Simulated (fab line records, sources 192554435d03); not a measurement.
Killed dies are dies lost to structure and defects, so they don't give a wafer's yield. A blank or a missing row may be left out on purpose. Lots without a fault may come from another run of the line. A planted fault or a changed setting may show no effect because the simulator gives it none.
fab line records | flow n5_finfet
record lots=7 wafers=39
route steps=1938 shown FIN_SAQP@96 DUMMY_GATE@248 BEOL_M0_SAQP@637 BEOL_M0@748 BEOL_M2@883 BEOL_M4@1021 BEOL_M6@1233 BEOL_M8@1371 BEOL_M10@1509
start_h: hours from the record's first day to the start of the lot's first wafer shown | wait_h: hours since the lot's step before | " the same as in the row above | L1.1+2: a row that stands for several wafers | - no value, or no start given | * or withheld: withheld | < > ~ a bound
route shown NAME@n: a module of which the file shows steps, and the number in the route of the first | usual: mean/standard deviation of fault-free wafers | same: alike in all rows | chamber/n: place in a boat | sites: the reading at each site | _std_site: their standard deviation | _edge_site: outer sites' mean less inner sites' | radius_mm: how far each site lies from the wafer's centre | mask NAME#n: copy n | behind: the tool/chamber that last shaped the wafer | hold: why the lot was held/for how many hours/how that ended | device: the transistor (n, p or np) that didn't switch | end of line: the same wafers' tests at the end of the route | a step without rows: its recipe alone | killed: dies lost to structure and defects at the first sort, not the wafer's yield | map: a wafer's dies, x killed, . not, _ none there
set.NAME: the setting as run; set.NAME@STEP: as run at that earlier step | model.NAME: the simulator's own value behind a step, which no gauge read
lots whose settings were changed on purpose; a table a step, a row a wafer
## steps
# step N5_FIN_SAQP_HM_DEP_03
# recipe material=SiNx target_thk_a=380 temp_c=400 precursor=SiH4/NH3/N2 pressure_torr=1.5 rf_w=300 time_s=33.6
# columns lot.wafer tool chamber start_h wait_h set.time_s model.SiNx_of_FIN_SAQP_HM_DEP_03.thk_nm
L074.1 pecvd-04 2 21.01 0.2 33.6 37.65
L074.2 " 0 " " 33.6 37.34
L074.3 " 1 " " 33.6 38.01
L074.4 " 2 " " 33.6 38.21
L074.5 " 0 " " 33.6 37.84
L074.6 " 1 " " 33.6 38.45
L077.1 pecvd-01 1 39.45 0.2 49.84 56.27
L077.2 " 0 " " 49.84 56.04
L077.3 " 1 " " 33.6 38.83
L077.4 " 0 " " 33.6 38.27
L077.5 " 0 " " 49.84 57.25
L077.6 " 1 " " 33.6 38.64
L080.1 pecvd-04 0 57.82 0.2 51.65 58.42
L080.2 " 1 " " 51.65 58.44
L080.3 " 2 " " 33.6 38.38
L080.4 " 2 " " 51.65 60
L080.5 " 1 " " 33.6 38.74
L080.6 " 0 " " 33.6 38.45
L085.3 pecvd-01 1 88.12 0.1 33.6 38.26
L085.4 " 0 " " 33.6 39.02
L085.6 " 2 " " 33.6 38.88
L089.1 pecvd-01 0 111.03 0.2 48.05 54.24
L089.2 " 1 " " 48.05 54.56
L089.3 " 2 " " 33.6 38.05
L089.4 " 1 " " 33.6 39.2
L089.5 " 0 " " 48.05 55.25
L089.6 " 2 " " 33.6 38.68
L090.1 pecvd-04 2 117.26 0.2 33.6 38.23
L090.2 " 1 " " 33.6 38.27
L090.3 " 0 " " 33.6 37.87
L090.4 " 1 " " 33.6 38.99
L090.5 " 2 " " 33.6 38.61
L090.6 " 0 " " 33.6 38.43
L094.1 pecvd-02 0 141.68 0.2 27.12 29.87
L094.2 " 2 " " 27.12 30.91
L094.3 " 1 " " 27.12 30.61
L094.4 " 0 " " 33.6 38.1
L094.5 " 1 " " 33.6 39.22
L094.6 " 2 " " 33.6 38.81
# step N5_FIN_SAQP_THK_MEAS_05
# usual thk_nm=38.3/0.47
# columns lot.wafer tool chamber start_h wait_h set.time_s@FIN_SAQP_HM_DEP_03 thk_nm
L074.1 film_metro-02 - 21.10 0.1 33.6 37.7
L074.2 " - " " 33.6 37.3
L074.3 " - " " 33.6 38.0
L074.4 " - " " 33.6 38.3
L074.5 " - " " 33.6 37.9
L074.6 " - " " 33.6 38.4
L077.1 film_metro-02 - 39.56 0.1 49.84 56.3
L077.2 " - " " 49.84 56.0
L077.3 " - " " 33.6 38.8
L077.4 " - " " 33.6 38.3
L077.5 " - " " 49.84 57.2
L077.6 " - " " 33.6 38.7
L080.1 film_metro-02 - 57.90 0.1 51.65 58.4
L080.2 " - " " 51.65 58.4
L080.3 " - " " 33.6 38.3
L080.4 " - " " 51.65 60.0
L080.5 " - " " 33.6 38.7
L080.6 " - " " 33.6 38.5
L085.3 film_metro-01 - 88.21 0.1 33.6 38.2
L085.4 " - " " 33.6 39.0
L085.6 " - " " 33.6 38.8
L089.1 film_metro-01 - 111.12 0.1 48.05 54.2
L089.2 " - " " 48.05 54.6
L089.3 " - " " 33.6 38.0
L089.4 " - " " 33.6 39.1
L089.5 " - " " 48.05 55.2
L089.6 " - " " 33.6 38.7
L090.1 film_metro-02 - 117.35 0.1 33.6 38.2
L090.2 " - " " 33.6 38.3
L090.3 " - " " 33.6 37.9
L090.4 " - " " 33.6 39.0
L090.5 " - " " 33.6 38.6
L090.6 " - " " 33.6 38.5
L094.1 film_metro-02 - 141.77 0.1 27.12 29.8
L094.2 " - " " 27.12 30.9
L094.3 " - " " 27.12 30.7
L094.4 " - " " 33.6 38.1
L094.5 " - " " 33.6 39.2
L094.6 " - " " 33.6 38.8
# step N5_FIN_SAQP_PECVD_47
# recipe material=a-Si target_thk_a=450 temp_c=400 precursor=SiH4/He pressure_torr=3 rf_w=100 time_s=36.3
# step N5_FIN_SAQP_PECVD_48
# recipe material=SiNx target_thk_a=250 temp_c=400 precursor=SiH4/NH3/N2 pressure_torr=1.5 rf_w=300 time_s=22.1
# step N5_FIN_SAQP_MANDREL2_REMOVE_60
# recipe chemistry=HBr/Cl2/O2 bt_time_s=10 target=a-Si stop_on=SiNx endpoint=OES-SiCl over_etch_frac=1 icp_w=600 bias_w=22 HBr_flow_sccm=150 Cl2_flow_sccm=80 O2_flow_sccm=5 pressure_mtorr=10
# step N5_FIN_SAQP_HM_OPEN_33
# recipe chemistry=CH3F/O2 target=SiNx mask_material=SiO2 target_depth_a=494 time_s=70.6 pressure_mtorr=30 source_w=395 bias_w=73 Ar_flow_sccm=150 CH3F_flow_sccm=30 O2_flow_sccm=20 ion_energy_ev=120 ends=cleared
# usual etch_rf_on_time_s=70.4/1.7
# columns lot.wafer tool chamber start_h wait_h set.time_s@FIN_SAQP_HM_DEP_03 etch_rf_on_time_s model.etch.depth_nm
L074.1 rie_diel-04 1 25.76 0.1 33.6 70.5 37.02
L074.2 " 2 " " 33.6 68.9 36.71
L074.3 " 0 " " 33.6 69.2 37.39
L074.4 " 3 " " 33.6 68.0 37.46
L074.5 " 0 " " 33.6 68.8 37.21
L074.6 " 3 " " 33.6 68.5 37.82
L077.1 rie_diel-05 3 44.30 0.0 49.84 103.3 55.55
L077.2 " 2 " " 49.84 103.6 55.36
L077.3 " 0 " " 33.6 69.3 38.1
L077.4 " 1 " " 33.6 71.6 37.48
L077.5 " 2 " " 49.84 106.0 56.58
L077.6 " 3 " " 33.6 70.2 37.91
L080.1 rie_diel-05 3 62.32 0.0 51.65 106.4 57.69
L080.2 " 1 " " 51.65 109.6 57.64
L080.3 " 0 " " 33.6 68.2 37.71
L080.4 " 2 " " 51.65 109.8 59.2
L080.5 " 1 " " 33.6 71.7 38.01
L080.6 " 0 " " 33.6 68.1 37.77
L085.3 rie_diel-01 0 93.76 0.1 33.6 72.4 37.5
L085.4 " 2 " " 33.6 73.1 38.39
L085.6 " 3 " " 33.6 71.3 38.25
L089.1 rie_diel-04 2 115.80 0.0 48.05 100.9 53.61
L089.2 " 1 " " 48.05 103.4 53.83
L089.3 " 0 " " 33.6 69.7 37.42
L089.4 " 2 " " 33.6 73.2 38.45
L089.5 " 1 " " 48.05 105.0 54.52
L089.6 " 0 " " 33.6 70.8 37.93
L090.1 rie_diel-01 1 122.28 0.4 33.6 69.3 37.6
L090.2 " 2 " " 33.6 71.3 37.65
L090.3 " 3 " " 33.6 69.1 37.11
L090.4 " 0 " " 33.6 73.7 38.36
L090.5 " 1 " " 33.6 70.1 37.85
L090.6 " 2 " " 33.6 70.8 37.8
L094.1 rie_diel-04 3 146.69 0.0 27.12 53.9 29.14
L094.2 " 0 " " 27.12 55.9 30.19
L094.3 " 1 " " 27.12 57.1 29.82
L094.4 " 3 " " 33.6 68.2 37.42
L094.5 " 0 " " 33.6 71.2 38.43
L094.6 " 1 " " 33.6 73.5 38.08
# step N5_DUMMY_GATE_ETCH_44
# recipe chemistry=HBr/O2 over_etch_frac=0.7 target_depth_a=1275 stop_on=SiO2 ion_energy_ev=60 bias_w=20 target=poly-Si mask_material=SiO2 pressure_mtorr=20 icp_w=400 HBr_flow_sccm=120 O2_flow_sccm=10
# usual oes_product_au=0.724/0.012
# columns lot.wafer tool chamber start_h wait_h set.target_depth_a oes_product_au
L074.1 rie_si-01 2 46.13 0.0 1995 0.606
L074.2 " 3 " " 1275 0.724
L074.3 " 0 " " 1275 0.726
L074.4 " 1 " " 1995 0.610
L074.5 " 3 " " 1995 0.609
L074.6 " 2 " " 1275 0.737
L077.1 rie_si-06 3 65.49 0.0 739 0.980
L077.2 " 0 " " 1275 0.735
L077.3 " 1 " " 739 0.978
L077.4 " 2 " " 1275 0.730
L077.5 " 1 " " 739 0.982
L077.6 " 0 " " 1275 0.722
L080.1 rie_si-04 0 85.65 0.0 1975 0.597
L080.2 " 3 " " 1275 0.728
L080.3 " 1 " " 1975 0.606
L080.4 " 2 " " 1275 0.730
L080.5 " 2 " " 1275 0.713
L080.6 " 1 " " 1975 0.614
L085.3 rie_si-01 0 115.18 0.0 1275 0.725
L085.4 " 3 " " 1275 0.740
L085.6 " 2 " " 1275 0.735
L089.1 rie_si-01 1 136.03 0.0 1275 0.736
L089.2 " 2 " " 1275 0.725
L089.3 " 0 " " 1275 0.728
L089.4 " 3 " " 1997 0.603
L089.5 " 3 " " 1997 0.613
L089.6 " 2 " " 1997 0.600
L090.1 rie_si-06 0 143.56 0.0 1681 0.649
L090.2 " 1 " " 1275 0.723
L090.3 " 2 " " 1681 0.647
L090.4 " 3 " " 1681 0.630
L090.5 " 2 " " 1275 0.739
L090.6 " 1 " " 1275 0.715
L094.1 rie_si-04 3 166.72 0.0 1275 0.719
L094.2 " 0 " " 1275 0.704
L094.3 " 2 " " 1022 0.811
L094.4 " 2 " " 1022 0.809
L094.5 " 0 " " 1275 0.709
L094.6 " 3 " " 1022 0.795
# step N5_BEOL_M0_SAQP_PECVD_97
# recipe material=SiNx target_thk_a=230 temp_c=350 precursor=SiH4/NH3/N2 pressure_torr=1.5 rf_w=300 time_s=19.9
# columns lot.wafer tool chamber start_h wait_h set.time_s model.SiNx_of_BEOL_M0_SAQP_PECVD_97.thk_nm
L074.1 pecvd-03 2 106.23 0.0 19.9 23
L074.2 " 0 " " 19.9 22.4
L074.3 " 1 " " 13.39 15
L074.4+5 " 1,0 " " 13.39 15.6
L074.6 " 2 " " 19.9 23.4
L077.1 pecvd-01 0 126.45 0.0 11.97 13.8
L077.2+5 " 2 " " 19.9 22.8
L077.3 " 1 " " 11.97 13.4
L077.4 " 0 " " 19.9 23
L077.6 " 1 " " 11.97 14
L080.1 pecvd-03 0 149.83 0.0 27.16 31.4
L080.2 " 1 " " 27.16 31.2
L080.3 " 2 " " 19.9 23
L080.4 " 0 " " 19.9 23.4
L080.5 " 2 " " 27.16 31.8
L080.6 " 1 " " 19.9 23.2
L085.3 pecvd-04 0 174.84 0.0 19.9 22.4
L085.4 " 1 " " 19.9 22.8
L085.6 " 0 " " 19.9 23
L089.1 pecvd-01 1 197.49 0.0 13.18 14.8
L089.2 " 0 " " 19.9 22.2
L089.3 " 2 " " 19.9 22.8
L089.4 " 0 " " 13.18 15
L089.5 " 2 " " 13.18 15.4
L089.6 " 1 " " 19.9 23
L090.1 pecvd-01 0 200.25 0.0 19.9 22.8
L090.2+5 " 2,0 " " 14.99 17.4
L090.3 " 1 " " 19.9 23
L090.4 " 1 " " 14.99 17.8
L090.6 " 2 " " 19.9 23.2
L094.1+6 pecvd-01 2,0 224.90 0.0 19.9 22.8
L094.2+4 " 1 " " 8.446 9.6
L094.3 " 0 " " 8.446 9.2
L094.5 " 2 " " 19.9 23.2
# step N5_BEOL_M0_DEP_125
# recipe material=SiCN target_thk_a=80 temp_c=withheld precursor=3MS/NH3 pressure_torr=3 rf_w=202 time_s=14
# columns lot.wafer tool chamber start_h wait_h set.target_thk_a model.SiCN_of_BEOL_M0_DEP_125.thk_nm
L074.1+2+3+5 pecvd-02 1,2,0,2 120.36 0.0 80 7.8
L074.4+6 " 1,0 " " 80 8
L077.1 pecvd-03 1 137.81 0.0 66.82 6.8
L077.2 " 0 " " 66.82 6.6
L077.3+5+6 " 2,0,2 " " 80 8
L077.4 " 1 " " 66.82 7
L080.1 pecvd-02 0 165.12 0.0 80 8
L080.2 " 2 " " 80 7.8
L080.3+4+5 " 1,1,0 " " 32.56 3.4
L080.6 " 2 " " 80 8.2
L085.3 pecvd-03 1 190.00 0.0 80 7.8
L085.4 " 2 " " 80 8
L085.6 " 1 " " 80 8.2
L089.1+4+5 pecvd-03 0 210.38 0.0 80 7.8
L089.2+3+6 " 1 " " 80 8
L090.1+4+6 pecvd-03 1 215.02 0.0 63.18 6.4
L090.2 " 0 " " 80 7.8
L090.3+5 " 0 " " 80 8
L094.1 pecvd-03 1 236.34 0.0 114.9 11.2
L094.2+6 " 0 " " 114.9 11.4
L094.3 " 1 " " 80 7.8
L094.4+5 " 0,1 " " 80 8
# step N5_BEOL_M2_ETCHBACK_99
# recipe chemistry=CHF3 target=SiO2 target_depth_a=50 time_s=10.4 source_w=215 bias_w=47 Ar_flow_sccm=200 CHF3_flow_sccm=12 ion_energy_ev=100 pressure_mtorr=30
# columns lot.wafer tool chamber start_h wait_h set.time_s model.CAR-EUV_of_BEOL_M2_COAT_22.thk_nm
L074.1+2 rie_diel-01 0,2 149.05 13.9 10.4 10.4
L074.3 " 1 " " 10.4 10.2
L074.4+5+6 " 3,1,0 " " 15.97 10
L077.1+2+3+5 rie_diel-05 1,2,3,0 160.68 8.7 10.4 10.4
L077.4+6 " 0,1 " " 10.4 10.6
L080.1 rie_diel-04 0 191.31 13.7 10.4 10.2
L080.2+3+4 " 3,1,2 " " 16.12 10
L080.5+6 " 0,3 " " 10.4 10.4
L085.3 rie_diel-01 2 220.17 16.5 10.4 10.6
L085.4+6 " 3,0 " " 10.4 10.4
L089.1+4+6 rie_diel-01 3,3,0 251.25 29.2 10.4 10.4
L089.2+3+5 " 0,1,1 " " 15.08 10
L090.1+5 rie_diel-04 0,2 254.42 14.8 5.241 10.8
L090.2 " 3 " " 5.241 10.6
L090.3 " 1 " " 10.4 10.6
L090.4+6 " 2,1 " " 10.4 10.4
L094.1+2+3 rie_diel-01 2,0,3 266.87 11.8 10.4 10.4
L094.4+6 " 1,0 " " 8.698 10.4
L094.5 " 3 " " 8.698 10.6
# step N5_BEOL_M4_ILD_DEP_00
# recipe material=SiOC target_thk_a=790 temp_c=350 precursor=DEMS/O2 pressure_torr=5 rf_w=500 time_s=15.3
# columns lot.wafer tool chamber start_h wait_h set.time_s model.SiOC_of_BEOL_M4_ILD_DEP_00.thk_nm
L074.1 pecvd-02 0 164.80 0.0 15.3 78.4
L074.2 " 2 " " 7.188 37.2
L074.3 " 1 " " 15.3 77.6
L074.4 " 0 " " 7.188 38.4
L074.5 " 1 " " 15.3 79.6
L074.6 " 2 " " 7.188 38
L077.1 pecvd-03 0 176.94 0.0 15.3 77.4
L077.2 " 2 " " 15.3 78.4
L077.3 " 1 " " 15.3 79
L077.4 " 2 " " 11.59 59.6
L077.5 " 0 " " 11.59 60
L077.6 " 1 " " 11.59 60.2
L080.1+3 pecvd-02 2,1 210.05 0.0 15.3 77.6
L080.2 " 0 " " 15.3 78.4
L080.4+6 " 0,1 " " 8.987 46.2
L080.5 " 2 " " 8.987 46.6
L085.3 pecvd-02 1 247.70 0.0 15.3 78.4
L085.4 " 2 " " 15.3 79.8
L085.6 " 1 " " 15.3 78.6
L089.1 pecvd-01 0 273.58 0.0 10.36 50.8
L089.2 " 1 " " 15.3 77.2
L089.3 " 2 " " 10.36 52.8
L089.4 " 1 " " 15.3 77.4
L089.5 " 2 " " 15.3 79
L089.6 " 0 " " 10.36 52.2
L090.1 pecvd-02 0 277.14 0.0 15.3 79.4
L090.2 " 2 " " 15.3 78.6
L090.3 " 1 " " 15.3 77.2
L090.4 " 1 " " 15.3 78.2
L090.5+6 " 2,0 " " 15.3 80.4
L094.1+4 pecvd-01 2,0 287.90 0.0 9.568 49
L094.2 " 0 " " 15.3 77.6
L094.3 " 1 " " 15.3 77
L094.5 " 2 " " 9.568 49.8
L094.6 " 1 " " 15.3 78.4
# step N5_BEOL_M4_THK_MEAS_01
# recipe reads=SiOC_of_BEOL_M4_ILD_DEP_00
# usual M4_ILD_THK=78.8/1
# columns lot.wafer tool chamber start_h wait_h set.time_s@BEOL_M4_ILD_DEP_00 M4_ILD_THK[nm]
L074.1 film_metro-01 - 164.87 0.0 15.3 78.4
L074.2 " - " " 7.188 37.2
L074.3 " - " " 15.3 77.5
L074.4 " - " " 7.188 38.4
L074.5 " - " " 15.3 79.6
L074.6 " - " " 7.188 38.1
L077.1 film_metro-01 - 177.00 0.0 15.3 77.3
L077.2 " - " " 15.3 78.3
L077.3 " - " " 15.3 78.9
L077.4 " - " " 11.59 59.5
L077.5 " - " " 11.59 59.9
L077.6 " - " " 11.59 60.1
L080.1 film_metro-01 - 210.12 0.0 15.3 77.5
L080.2 " - " " 15.3 78.4
L080.3 " - " " 15.3 77.7
L080.4 " - " " 8.987 46.1
L080.5 " - " " 8.987 46.7
L080.6 " - " " 8.987 46.2
L085.3 film_metro-02 - 247.77 0.1 15.3 78.4
L085.4 " - " " 15.3 79.8
L085.6 " - " " 15.3 78.6
L089.1 film_metro-02 - 273.65 0.0 10.36 50.8
L089.2 " - " " 15.3 77.2
L089.3 " - " " 10.36 52.7
L089.4 " - " " 15.3 77.4
L089.5 " - " " 15.3 79.1
L089.6 " - " " 10.36 52.3
L090.1 film_metro-01 - 277.21 0.0 15.3 79.4
L090.2 " - " " 15.3 78.7
L090.3 " - " " 15.3 77.2
L090.4 " - " " 15.3 78.1
L090.5 " - " " 15.3 80.4
L090.6 " - " " 15.3 80.3
L094.1 film_metro-01 - 287.97 0.0 9.568 48.9
L094.2 " - " " 15.3 77.6
L094.3 " - " " 15.3 77.0
L094.4 " - " " 9.568 48.9
L094.5 " - " " 9.568 49.9
L094.6 " - " " 15.3 78.5
# step N5_BEOL_M6_ETCH_66
# recipe chemistry=N2/H2 target=SOC target_depth_a=800 overetch_a=160 mask_material=SiARC temp_c=40 time_s=120 ion_energy_ev=200 pressure_mtorr=30 source_w=840 bias_w=150 n2_flow_sccm=200 h2_flow_sccm=200
# columns lot.wafer tool chamber start_h wait_h set.target_depth_a model.SiARC_of_BEOL_M6_COAT_64.thk_nm
L077.1+5 rie_diel-04 0,2 209.83 0.0 800 6.2
L077.2 " 1 " " 800 6.6
L077.3+4+6 " 2,3,3 " " 936.8 5.4
L074.1 rie_diel-01 1 210.58 0.0 1087 4.8
L074.2+3+4 " 3,2,0 " " 800 6.8
L074.5 " 3 " " 1087 5.4
L074.6 " 0 " " 1087 5.2
L080.1+2+6 rie_diel-01 3,0,0 247.21 0.0 800 6.8
L080.3+4 " 1 " " 800 6.4
L080.5 " 3 " " 800 6.6
L085.3 rie_diel-01 0 279.20 0.0 800 6.8
L085.4 " 3 " " 800 6.6
L085.6 " 1 " " 800 6.4
L089.1+2+3+4+5+6 rie_diel-05 3,1,2,0,3,0 311.94 0.0 800 6.4
L090.1+2 rie_diel-04 0,2 313.99 0.0 438.1 8.4
L090.3 " 1 " " 438.1 8.6
L090.4+5+6 " 3,3,2 " " 800 6.2
L094.1+2+3+4+5+6 rie_diel-05 2,1,1,2,1,2 331.70 0.0 800 6.4
# step N5_BEOL_M8_ETCH_66
# recipe chemistry=N2/H2 target=SOC target_depth_a=800 overetch_a=160 mask_material=SiARC temp_c=40 time_s=120 ion_energy_ev=200 pressure_mtorr=30 source_w=840 bias_w=150 n2_flow_sccm=200 h2_flow_sccm=200
# columns lot.wafer tool chamber start_h wait_h set.target_depth_a model.SiARC_of_BEOL_M8_COAT_64.thk_nm
L077.1+3+4+6 rie_diel-04 0,2,3,2 229.77 0.0 800 6.4
L077.2 " 1 " " 800 6.8
L077.5 " 1 " " 800 6.6
L074.1+6 rie_diel-04 2,3 232.04 0.0 921.6 5.6
L074.2+4 " 0,3 " " 800 6.4
L074.3 " 1 " " 921.6 6
L074.5 " 0 " " 800 6.2
L080.1 rie_diel-01 0 262.83 0.0 956 5.8
L080.2+4 " 2,1 " " 956 5.6
L080.3+6 " 3 " " 800 6.6
L080.5 " 2 " " 800 6.4
L085.3 rie_diel-05 2 296.99 0.0 800 6.6
L085.4 " 3 " " 800 6.2
L085.6 " 2 " " 800 6.4
L089.1+5 rie_diel-04 3,0 328.76 0.0 419.6 8.6
L089.2+4 " 2,0 " " 800 6.2
L089.3 " 1 " " 800 6.6
L089.6 " 1 " " 419.6 8.8
L090.1 rie_diel-01 3 331.66 0.0 1122 4.8
L090.2+4 " 2,3 " " 800 6.6
L090.3+5 " 1 " " 1122 4.6
L090.6 " 2 " " 800 6.4
L094.1+4+6 rie_diel-04 3,0,2 352.46 0.0 800 6.4
L094.2 " 2 " " 630.9 7.4
L094.3 " 1 " " 630.9 7.6
L094.5 " 3 " " 630.9 7.2
# step N5_BEOL_M10_VIA_ETCH_34
# recipe chemistry=C4F6/O2 target=SiCOH_lowk target_depth_a=1845 mask_material=SOC taper_deg=4 time_s=69.2 ion_energy_ev=250 pressure_mtorr=30 source_w=345 bias_w=185 Ar_flow_sccm=300 C4F6_flow_sccm=10 O2_flow_sccm=10
# columns lot.wafer tool chamber start_h wait_h set.time_s model.etch.depth_nm model.SOC_of_BEOL_M10_COAT_63.thk_nm
L077.1 rie_diel-01 0 247.73 0.0 69.2 174.6 92.4
L077.2 " 3 " " 69.2 179.4 92.2
L077.3 " 1 " " 69.2 184.6 92.2
L077.4 " 3 " " 69.2 178.7 92.6
L077.5 " 1 " " 69.2 182.4 92.4
L077.6 " 0 " " 69.2 174.8 92.6
L074.1 rie_diel-05 0 251.44 0.0 90.04 238.8 89.6
L074.2 " 2 " " 69.2 183.4 91.6
L074.3 " 3 " " 69.2 185.4 91.6
L074.4 " 1 " " 90.04 246.6 89
L074.5 " 2 " " 69.2 183.9 91.8
L074.6 " 1 " " 90.04 246.5 89.4
L080.1 rie_diel-04 3 278.92 0.0 69.2 185.6 91.8
L080.2 " 0 " " 53.13 143 93.6
L080.3 " 2 " " 53.13 144.8 93.6
L080.4 " 1 " " 69.2 180.6 92.2
L080.5 " 0 " " 69.2 185.3 92.4
L080.6 " 1 " " 53.13 139.6 93.8
L085.3 rie_diel-05 1 314.06 0.0 69.2 188.6 92
L085.4 " 3 " " 69.2 186.1 92
L085.6 " 1 " " 69.2 190.5 91.8
L089.1 rie_diel-04 3 344.12 0.0 85.63 226.2 90
L089.2 " 0 " " 85.63 228.4 90
L089.3 " 1 " " 85.63 223.1 90.2
L089.4 " 2 " " 69.2 186.2 92
L089.5 " 1 " " 69.2 178 92.2
L089.6 " 2 " " 69.2 186.8 92.4
L090.1 rie_diel-01 3 352.36 0.0 69.2 183.7 91.6
L090.2 " 1 " " 69.2 185 91.8
L090.3 " 0 " " 79.7 211.7 90.4
L090.4 " 2 " " 79.7 212.4 90.4
L090.5 " 2 " " 79.7 212 90.2
L090.6 " 3 " " 69.2 184.4 91.6
L094.1 rie_diel-04 0 368.28 0.0 69.2 185.4 92
L094.2 " 3 " " 69.2 184.9 91.8
L094.3 " 2 " " 82.95 228.6 90.6
L094.4 " 1 " " 82.95 217 90.6
L094.5 " 2 " " 69.2 189.8 92
L094.6 " 1 " " 82.95 216.6 90.4
## key
split step=N5_FIN_SAQP_HM_DEP_03 setting=time_s stated=33.6 by=wafer
response step=N5_FIN_SAQP_HM_DEP_03 reading=model.SiNx_of_FIN_SAQP_HM_DEP_03.thk_nm change=+0.378 per=1% r=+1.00
response step=N5_FIN_SAQP_THK_MEAS_05 reading=thk_nm change=* per=1% r=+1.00
response step=N5_FIN_SAQP_HM_OPEN_33 reading=etch_rf_on_time_s change=* per=1% r=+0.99
response step=N5_FIN_SAQP_HM_OPEN_33 reading=model.etch.depth_nm change=+0.378 per=1% r=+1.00
split step=N5_DUMMY_GATE_ETCH_44 setting=target_depth_a stated=1275 by=wafer
response step=N5_DUMMY_GATE_ETCH_44 reading=oes_product_au shape=bent at_lowest=0.980 at_stated=0.726 at_highest=0.605
split step=N5_BEOL_M0_SAQP_PECVD_97 setting=time_s stated=19.9 by=wafer
response step=N5_BEOL_M0_SAQP_PECVD_97 reading=model.SiNx_of_BEOL_M0_SAQP_PECVD_97.thk_nm change=+0.23 per=1% r=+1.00
split step=N5_BEOL_M0_DEP_125 setting=target_thk_a stated=80 by=wafer
response step=N5_BEOL_M0_DEP_125 reading=model.SiCN_of_BEOL_M0_DEP_125.thk_nm change=+0.0771 per=1% r=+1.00
split step=N5_BEOL_M2_ETCHBACK_99 setting=time_s stated=10.4 by=wafer
response step=N5_BEOL_M2_ETCHBACK_99 reading=model.CAR-EUV_of_BEOL_M2_COAT_22.thk_nm change=-0.00643 per=1% r=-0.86
split step=N5_BEOL_M4_ILD_DEP_00 setting=time_s stated=15.3 by=wafer
response step=N5_BEOL_M4_ILD_DEP_00 reading=model.SiOC_of_BEOL_M4_ILD_DEP_00.thk_nm change=+0.769 per=1% r=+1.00
response step=N5_BEOL_M4_THK_MEAS_01 reading=M4_ILD_THK change=+0.769 per=1% r=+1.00
split step=N5_BEOL_M6_ETCH_66 setting=target_depth_a stated=800 by=wafer
response step=N5_BEOL_M6_ETCH_66 reading=model.SiARC_of_BEOL_M6_COAT_64.thk_nm change=-0.0492 per=1% r=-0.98
split step=N5_BEOL_M8_ETCH_66 setting=target_depth_a stated=800 by=wafer
response step=N5_BEOL_M8_ETCH_66 reading=model.SiARC_of_BEOL_M8_COAT_64.thk_nm change=-0.0472 per=1% r=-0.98
split step=N5_BEOL_M10_VIA_ETCH_34 setting=time_s stated=69.2 by=wafer
response step=N5_BEOL_M10_VIA_ETCH_34 reading=model.etch.depth_nm change=+1.84 per=1% r=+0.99
response step=N5_BEOL_M10_VIA_ETCH_34 reading=model.SOC_of_BEOL_M10_COAT_63.thk_nm change=-0.0776 per=1% r=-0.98
